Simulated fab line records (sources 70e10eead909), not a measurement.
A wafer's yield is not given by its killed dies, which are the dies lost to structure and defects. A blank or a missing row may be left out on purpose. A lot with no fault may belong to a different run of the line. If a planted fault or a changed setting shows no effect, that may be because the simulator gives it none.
fab line records	flow nand_harc
[record] lots = 6	wafers = 18	last_day = 33
route steps=1302 shown A_SLIT@940 A_SIN_REMOVE@947 A_WL_FILL@952 END@1302
lots untouched by any fault: they come from a run of this same line in which no faults occurred
start_h: hours from the record's opening day to when the first of the lot's shown wafers began	wait_h: time in hours since the lot's previous step	" identical to the entry in the row above	L1.1+2: several wafers, shown together as one row	- no value present, or no start provided	* or withheld: withheld	< > ~ a bound
route shown NAME@n: a module of which the file shows steps, and the number in the route of the first	usual: mean/standard deviation of fault-free wafers	same: alike in all rows	chamber/n: place in a boat	sites: each site's reading	_std_site: standard deviation across them	_edge_site: inner sites' mean taken away from outer sites' mean	radius_mm: for every site, how far away it sits from the centre of the wafer	mask NAME#n: copy n	behind: the last tool/chamber to shape the wafer	hold: why the lot went on hold/how many hours it stayed there/how the hold came to an end	device: names the non-switching transistor (n, p or np)	end of line: tests of these same wafers at the route's end	for a step that has no rows: nothing shown but its recipe	killed: at the first sort, the dies lost to defects and structure; wafer yield is something else	map: per-die view of a wafer (x killed, . not killed, _ where there is no die)
set.NAME: the setting that was run; set.NAME@STEP: the one run at that earlier step	model.NAME: the simulator's own value behind a step, which no gauge read
certain route steps with their lots: each step a table, each wafer a row
services: from which hour (start_h, from the record's first day; less than 0 if before it) a tool's chamber was out of use, for how many hours, and why
[[steps]]
[step NHARC_A_SLIT_ETCH_26]
[recipe] bias_v = 400	source_w = 2000	pressure_mtorr = 25	time_s = 90	ar_flow_sccm = 375	c4f8_flow_sccm = 41.7	o2_flow_sccm = 83.3	target_depth_a = 4000	chemistry = C4F8/O2/Ar
[usual] drypump_motor_current_A = 5.4/0.49	mfc_ar_sccm = 374.9/1.1	showerhead_plenum_p_Torr = 3.73/0.13	throttle_valve_pct = 27.619/0.0098
lot.wafer	tool	chamber	start_h	wait_h	drypump_motor_current_A	mfc_ar_sccm	rf_hours_counter_h	showerhead_plenum_p_Torr	throttle_valve_pct
L459.2	har_etch-02	0	450.68	2.9	4.8	373.6	26	3.97	27.615
L459.3	"	0	"	"	4.8	374.2	-	3.97	27.609
L459.4	"	1	"	"	5.1	376.8	-	3.74	27.608
L461.1	har_etch-02	0	498.87	3.1	4.8	375.7	57	3.95	27.621
L461.3	"	0	"	"	4.8	374.7	-	3.95	27.620
L461.4	"	1	"	"	5.2	375.6	-	3.72	27.635
L471.1	har_etch-01	0	567.86	2.4	5.7	373.6	317	3.65	27.598
L471.3	"	0	"	"	5.7	375.2	-	3.64	27.610
L471.6	"	1	"	"	6.1	375.2	-	3.62	27.617
L469.1	har_etch-02	0	575.80	2.5	4.8	374.3	106	3.92	27.617
L469.5	"	1	"	"	5.2	375.9	-	3.69	27.625
L469.6	"	0	"	"	4.8	375.0	-	3.92	27.601
L479.1	har_etch-02	0	676.05	3.0	4.8	371.5	160	3.89	27.611
L479.3	"	0	"	"	4.8	373.6	-	3.89	27.624
L479.4	"	1	"	"	5.2	376.1	-	3.66	27.614
L480.2	har_etch-01	1	678.01	3.0	6.1	375.9	379	3.58	27.642
L480.3	"	1	"	"	6.1	376.2	-	3.58	27.630
L480.4	"	0	"	"	5.7	377.6	-	3.61	27.624
[step NHARC_A_SLIT_STRIP_28]
[recipe] o2_flow_sccm = 400	cos_flow_sccm = 20	ar_flow_sccm = 0	bias_w = 0	chemistry = O2/COS
[step NHARC_A_SLIT_ETCH_29]
[recipe] target_depth_a = 1000	overetch_a = 100	time_s = 55	ion_energy_ev = 100	cf4_flow_sccm = 80	o2_flow_sccm = 20	ar_flow_sccm = 0	rf_w = 300	bias_w = 100	chemistry = CF4/O2
[usual] drypump_motor_current_A = 5.9/0.51	mfc_ar_sccm = 0.002/0.0047	oes_ar_750_au = 1.000/0.0042	oes_product_au = 0.998/0.0096	rf_vpp_V = 197.7/1.3	showerhead_plenum_p_Torr = 1.33/0.05	throttle_valve_pct = 13.397/0.01
lot.wafer	tool	chamber	start_h	wait_h	drypump_motor_current_A	mfc_ar_sccm	oes_ar_750_au	oes_product_au	rf_hours_counter_h	rf_vpp_V	showerhead_plenum_p_Torr	throttle_valve_pct
L459.4	rie_diel-13	2	451.56	0.1	5.5	0	1.004	0.988	5	197.5	1.39	13.400
L459.3	"	3	"	"	5.1	0	1.002	0.988	7	199.2	1.37	13.393
L459.2	"	0	"	"	6.1	0	1.003	1.000	7	198.4	1.30	13.389
L461.1	rie_diel-13	2	499.77	0.1	5.5	0	0.996	0.991	8	199.4	1.39	13.393
L461.3	"	0	"	"	6.2	0	1.004	1.000	8	198.9	1.30	13.408
L461.4	"	1	"	"	5.5	0	0.996	0.995	8	198.5	1.39	13.408
L471.3	rie_diel-02	3	568.72	0.1	5.5	0	1.001	1.001	10	197.3	1.27	13.392
L471.1	"	2	"	"	6.2	0	0.998	1.005	2	200.2	1.42	13.388
L471.6	"	3	"	"	5.5	0	0.995	1.000	-	197.3	1.27	13.373
L469.1	rie_diel-09	3	576.66	0.1	6.3	0.017	1.003	1.010	6	197.2	1.29	13.395
L469.5	"	2	"	"	6.1	0	0.999	1.003	-	197.5	1.35	13.394
L469.6	"	3	"	"	6.3	0.017	1.006	1.010	-	196.5	1.29	13.395
L479.3	rie_diel-13	0	676.93	0.1	6.1	0	0.996	0.994	9	196.9	1.30	13.404
L479.4	"	1	"	"	5.5	0	1.002	0.988	9	199.0	1.38	13.401
L479.1	"	2	"	"	5.5	0	1.000	0.994	10	199.4	1.39	13.406
L480.3	rie_diel-02	1	678.90	0.1	4.9	0	0.997	0.982	6	197.3	1.29	13.413
L480.2	"	2	"	"	6.2	0	0.996	1.005	5	199.9	1.42	13.410
L480.4	"	3	"	"	5.5	0	0.996	1.013	5	197.2	1.27	13.401
[step NHARC_A_SLIT_STRIP_18]
[recipe] o2_flow_sccm = 500	ar_flow_sccm = 0	bias_w = 0	chemistry = O2
[usual] drypump_motor_current_A = 5.9/0.52	mfc_ar_sccm = 0.002/0.0049	oes_product_au = 0.997/0.0086	rf_vpp_V = 57.8/0.93	showerhead_plenum_p_Torr = 3.52/0.13	throttle_valve_pct = 17.036/0.0081
lot.wafer	tool	chamber	start_h	wait_h	drypump_motor_current_A	mfc_ar_sccm	oes_product_au	rf_hours_counter_h	rf_vpp_V	showerhead_plenum_p_Torr	throttle_valve_pct
L459.2	rie_diel-13	0	-	-	6.2	0	1.011	7	57.9	3.43	17.045
L459.3	"	2	"	"	5.5	0	0.988	5	58.8	3.67	17.038
L459.4	"	3	"	"	5.1	0	0.980	7	60.4	3.63	17.040
L461.3	rie_diel-13	2	-	-	5.5	0	0.993	8	58.2	3.67	17.028
L461.1	"	3	"	"	5.1	0	0.999	9	58.7	3.62	17.038
L461.4	"	0	"	"	6.2	0	1.015	8	57.1	3.43	17.034
L471.3	rie_diel-02	2	-	-	6.2	0	1.006	2	58.8	3.75	17.044
L471.1	"	3	"	"	5.5	0	0.989	10	57.2	3.36	17.049
L471.6	"	2	"	"	6.2	0	0.987	-	58.3	3.75	17.035
L469.1	rie_diel-09	1	-	-	6.2	0.001	1.004	6	57.4	3.62	17.042
L469.6	"	0	"	"	6.4	0	1.006	-	57.2	3.38	17.031
L469.5	"	1	"	"	6.2	0.001	0.989	-	57.8	3.62	17.050
L479.4	rie_diel-13	2	-	-	5.5	0	0.997	10	58.8	3.66	17.041
L479.3	"	3	"	"	5.1	0	1.006	9	56.8	3.62	17.036
L479.1	"	0	"	"	6.2	0	1.008	9	56.3	3.43	17.032
L480.3	rie_diel-02	0	-	-	6.6	0	0.988	6	59.6	3.38	17.040
L480.2	"	1	"	"	4.9	0	0.988	6	58.0	3.42	17.033
L480.4	"	2	"	"	6.2	0	0.997	5	58.7	3.75	17.036
[step NHARC_A_SLIT_PRECLEAN_19]
[recipe] time_s = *	temp_c = 50	bath_age_min = 0	chemistry = SC1
[step NHARC_A_SLIT_SRD_20]
[step NHARC_A_SLIT_CD_MEAS_21]
[usual] cd_nm = 289.8/0.93
lot.wafer	tool	chamber	start_h	wait_h	cd_nm
L459.2	cd_sem-02	-	452.10	-	290.4
L459.3	"	-	"	"	291.4
L459.4	"	-	"	"	290.8
L461.1	cd_sem-03	-	500.29	-	290.1
L461.3	"	-	"	"	290.3
L461.4	"	-	"	"	290.5
L471.1	cd_sem-01	-	569.26	-	289.9
L471.3	"	-	"	"	290.8
L471.6	"	-	"	"	291.1
L469.1	cd_sem-03	-	577.19	-	289.1
L469.5	"	-	"	"	289.4
L469.6	"	-	"	"	289.4
L479.1	cd_sem-02	-	677.47	-	290.8
L479.3	"	-	"	"	291.1
L479.4	"	-	"	"	291.3
L480.2	cd_sem-02	-	679.43	-	289.3
L480.3	"	-	"	"	290.2
L480.4	"	-	"	"	290.2
[step NHARC_A_SIN_REMOVE_WET_00]
[recipe] temp_c = 160	time_s = 15300	chemistry = H3PO4
[step NHARC_A_SIN_REMOVE_PRECLEAN_01]
[recipe] time_s = *	temp_c = 50	bath_age_min = 0	chemistry = SC1
[step NHARC_A_SIN_REMOVE_SRD_02]
[step NHARC_A_SIN_REMOVE_INSPECT_04]
[usual] raw_defect_count = 367/60
lot.wafer	tool	chamber	start_h	wait_h	raw_defect_count
L459.2	defect_inspect-02	-	458.66	0.0	300
L459.3	"	-	"	"	448
L459.4	"	-	"	"	317
L461.1	defect_inspect-02	-	506.90	0.0	380
L461.3	"	-	"	"	317
L461.4	"	-	"	"	411
L471.1	defect_inspect-02	-	575.86	0.0	401
L471.3	"	-	"	"	476
L471.6	"	-	"	"	391
L469.1	defect_inspect-02	-	583.80	0.0	315
L469.5	"	-	"	"	539
L469.6	"	-	"	"	462
L479.1	defect_inspect-02	-	684.05	0.0	309
L479.3	"	-	"	"	378
L479.4	"	-	"	"	288
L480.2	defect_inspect-02	-	686.03	0.0	330
L480.3	"	-	"	"	319
L480.4	"	-	"	"	342
[step NHARC_A_WL_FILL_ALD_00]
[recipe] target_thk_a = 30	pulse_time_s = 3	ald_cycles = 30	temp_c = 300	material = Al2O3
[usual] ald_cycles = 30/0	heater_power_outer_w = 260/25	heater_power_w = 466/40	precursor_pulse_height_rel = 1.001/0.018
lot.wafer	tool	chamber	start_h	wait_h	ald_cycles	heater_power_outer_w	heater_power_w	precursor_pulse_height_rel
L459.3	ald_hk-02	3	458.73	0.1	30	226	390	0.980
L459.2	"	1	"	"	30	246	434	1.009
L459.4	"	2	"	"	30	303	516	0.999
L461.1	ald_hk-04	0	506.97	0.1	30	261	493	0.970
L461.3	"	2	"	"	30	283	508	0.983
L461.4	"	3	"	"	30	234	449	1.013
L471.3	ald_hk-04	1	575.95	0.1	30	249	464	1.033
L471.1	"	3	"	"	30	238	444	0.990
L471.6	"	0	"	"	40	267	489	1.016
L469.1	ald_hk-04	1	583.99	0.2	30	255	463	0.975
L469.5	"	3	"	"	30	233	439	0.970
L469.6	"	0	"	"	40	267	495	1.025
L479.3	ald_hk-02	2	684.11	0.1	30	310	510	0.974
L479.1	"	3	"	"	30	242	388	1.007
L479.4	"	1	"	"	30	269	470	1.015
L480.3	ald_hk-02	0	686.09	0.1	30	272	510	1.011
L480.4	"	1	"	"	30	263	471	0.974
L480.2	"	3	"	"	30	242	395	0.982
[step NHARC_A_WL_FILL_RTA_01]
[recipe] temp_c = 1000	time_s = 5
[usual] lamp_zone_3_pct = 31/3.4	wafer_temp_C_max = 1004.9/2
[same] lamp_power_pct = 33
lot.wafer	tool	chamber	start_h	wait_h	lamp_zone_3_pct	wafer_temp_C_max
L459.2	rtp_anneal-01	0	459.01	-	33	1003.9
L459.3	"	0	"	"	33	1003.3
L459.4	"	0	"	"	33	1003.3
L461.1	rtp_anneal-01	0	507.39	-	33	1005.9
L461.3	"	0	"	"	33	1002.7
L461.4	"	0	"	"	33	1004.1
L471.1	rtp_anneal-01	0	576.19	-	33	1004.8
L471.3	"	0	"	"	33	1003.9
L471.6	"	0	"	"	33	1003.6
L469.1	rtp_anneal-01	0	584.20	-	33	1004.4
L469.5	"	0	"	"	33	1003.2
L469.6	"	0	"	"	33	1003.3
L479.1	rtp_anneal-01	0	684.37	-	33	1002.7
L479.3	"	0	"	"	33	1003.1
L479.4	"	0	"	"	33	1003.8
L480.2	rtp_anneal-01	0	686.38	-	33	1002.4
L480.3	"	0	"	"	34	1005.5
L480.4	"	0	"	"	33	1002.6
[step NHARC_END_SORT_01]
[recipe] temp_c = 25
[usual] killed_at_array = 62/15	killed_at_other = 0.8/1	killed_at_periphery = 3.7/2.6	killed_dies = 66/15	killed_open = 3.1/1.8	killed_short = 2.6/1.7
[same] gross_dies = 677
lot.wafer	tool	chamber	start_h	wait_h	killed_at_array	killed_at_other	killed_at_periphery	killed_dies	killed_open	killed_short
L461.1	prober-02	0	600.32	2.5	41	1	3	45	2	1
L461.3	prober-02	0	601.92	3.1	45	0	0	45	3	4
L461.4	prober-02	0	602.72	3.4	34	0	3	37	3	2
L469.1	prober-01	0	682.31	2.5	59	0	3	62	2	1
L469.5	prober-01	0	685.52	3.7	67	0	2	69	3	3
L469.6	prober-01	0	686.33	4.0	78	0	1	79	8	1
// killed by level:class
L461.1 A_CHANNEL_HOLE_D2:chamber_film_flake=30 P_BONDPAD:chamber_film_flake=3 A_CHANNEL_HOLE_D1:chamber_film_flake=3 A_STAIRCASE:chamber_film_flake=2 A_CONTACT:chamber_film_flake=2 A_CHANNEL_FILL_D1:geometric_particle:short=1 A_CHANNEL_FILL_D2:geometric_particle:open=1 A_M0:geometric_particle:open=1
L461.3 A_CHANNEL_HOLE_D2:chamber_film_flake=29 A_STAIRCASE:chamber_film_flake=3 A_CHANNEL_HOLE_D1:chamber_film_flake=2 A_CONTACT:chamber_film_flake=2 A_SOURCE_PLATE:geometric_particle:short=1 A_CHANNEL_FILL_D1:geometric_particle:short=1 A_DECK1_JOINT:geometric_particle:short=1 A_CHANNEL_HOLE_D2:geometric_particle:short=1
L461.4 A_CHANNEL_HOLE_D2:chamber_film_flake=20 A_STAIRCASE:chamber_film_flake=4 A_ONON_D2:geometric_particle:short=2 P_ZERO_WELL:chamber_film_flake=2 A_CHANNEL_HOLE_D1:chamber_film_flake=2 A_CONTACT:chamber_film_flake=2 A_CONTACT:geometric_particle:open=1 A_BLC:geometric_particle:open=1
L469.1 A_CHANNEL_HOLE_D1:chamber_film_flake=25 A_CHANNEL_HOLE_D2:chamber_film_flake=16 A_CONTACT:chamber_film_flake=6 A_SLIT:chamber_film_flake=3 A_STAIRCASE:chamber_film_flake=2 A_WL_FILL:chamber_film_flake=2 A_M1:chamber_film_flake=2 P_CONTACT:geometric_particle:open=1
L469.5 A_CHANNEL_HOLE_D1:chamber_film_flake=25 A_CHANNEL_HOLE_D2:chamber_film_flake=15 A_M1:chamber_film_flake=6 A_CONTACT:chamber_film_flake=4 A_CHANNEL_FILL_D1:chamber_film_flake=4 A_WL_FILL:chamber_film_flake=4 A_ONON_D1:geometric_particle:open=1 A_ONON_D1:geometric_particle:short=1
L469.6 A_CHANNEL_HOLE_D1:chamber_film_flake=39 A_CHANNEL_HOLE_D2:chamber_film_flake=19 A_CONTACT:chamber_film_flake=9 A_ONON_D1:geometric_particle:open=2 A_BLC:geometric_particle:open=2 A_CHANNEL_FILL_D1:geometric_particle:open=1 A_DECK1_JOINT:geometric_particle:open=1 A_ONON_D2:geometric_particle:open=1
[[services]]
tool	chamber	start_h	hours	kind
ald_hk-04	-	439.42	10.0	pm
har_etch-02	-	442.46	3.1	repair
rie_diel-13	1	444.14	2.5	repair
rie_diel-02	3	444.32	8.8	repair
rie_diel-13	0	449.02	-	clean
rie_diel-13	1	449.02	-	clean
rie_diel-13	2	449.02	-	clean
rie_diel-09	-	497.10	9.0	pm
rie_diel-02	0	516.20	3.8	repair
rie_diel-13	-	519.00	9.0	pm
rie_diel-09	0	519.39	1.6	repair
ald_hk-02	-	526.00	10.0	pm
rie_diel-13	1	530.47	5.3	repair
rie_diel-02	-	570.79	9.0	pm
har_etch-01	-	584.82	0.3	repair
rie_diel-13	2	586.73	9.8	repair
rie_diel-09	2	598.68	2.5	repair
rie_diel-13	2	612.35	4.9	repair
ald_hk-04	-	617.42	10.0	pm
rie_diel-09	0	628.69	6.9	repair
ald_hk-04	-	635.73	0.5	repair
rie_diel-02	3	671.84	1.4	repair
rie_diel-09	-	674.11	9.0	pm
rie_diel-13	-	674.27	0.3	repair
[[key]]
[first_sign] step = NHARC_A_WL_FILL_ALD_00	reading = ald_cycles	direction = up	sigmas = 99+	usual = 30	struck = 40
effect none on later readings
met_at NHARC_A_WL_FILL_ALD_00
struck_wafers L469.6,L471.6
tester_left_out L469,L471
onset_between 506.97 575.95
[fault] kind = process_parameter_drift	tool = ald_hk-04	chamber = 0	onset_h = 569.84	steps = NHARC_A_WL_FILL_ALD_00	channel = ald_cycles	offset = 10	shape = step	end_h = 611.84	acts_in = these_recipes_only	stated = 30
// tester_left_out: of these lots the tester's yield and bins aren't shown, on N5 and GAA mostly nor the transistor test; their killed dies are dies lost to structure and defects alone, not to doping, threshold or leakage, so they don't give the yield
